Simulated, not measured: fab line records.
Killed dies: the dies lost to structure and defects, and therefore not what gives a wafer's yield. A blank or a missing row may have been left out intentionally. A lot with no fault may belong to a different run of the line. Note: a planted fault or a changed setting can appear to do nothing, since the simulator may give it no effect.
Matching of chambers	flow n5-finfet	4 sister chambers for N5_MOL_CONTACT_COAG_ALD_123 on ald-sin-03
The step deposits SiNx, target thk 5 nm, pulse time 1 s, purge time 2 s. 7 wafers are shown with their chamber, then 8 later ones without.

WAFERS WITH THEIR CHAMBER
wafer	chamber	heater-power-w (W)	precursor-pulse-height-rel
L076.1	3	732	1.021
L085.2	0	926	0.989
L085.6	3	723	1.037
L086.1	2	910	1.012
L086.3	1	809	1.031
L086.5	1	794	1.000
L091.2	2	874	1.003

WAFERS WITHOUT THEIR CHAMBER
wafer	heater-power-w (W)	precursor-pulse-height-rel
L091.5	805	1.016
L091.6	842	1.011
L096.1	807	1.021
L096.2	856	0.977
L096.5	740	0.973
L097.3	822	1.029
L097.4	936	1.007
L097.5	812	1.003

EACH ONE'S CHAMBER
wafer	from the rows above	in truth
L091.5	1	1
L091.6	can't be placed: 1 or 2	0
L096.1	1	1
L096.2	can't be placed: 2 or 1 or 0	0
L096.5	can't be placed: 3 or 1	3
L097.3	1	1
L097.4	can't be placed: 0 or 2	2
L097.5	1	1
4 of 8 placed correctly. These rows do not allow placing 4 (true chamber among the candidates in 3). 0 placed wrongly.
How it was worked out, from the rows above alone: a wafer's distance from a chamber is the root of the sum, over the readings, of the square of ((its reading less the chamber's mean) divided by the reading's scatter). The wafer belongs to the nearest chamber; if the next one is less than 2 further off, it can't be placed. For every chamber, the mean is computed from those of its wafers that are shown. How the scatter is found: for the shown wafers, subtract from each reading the mean of its chamber, square and add these, divide the total by (wafers less chambers), then take the root.
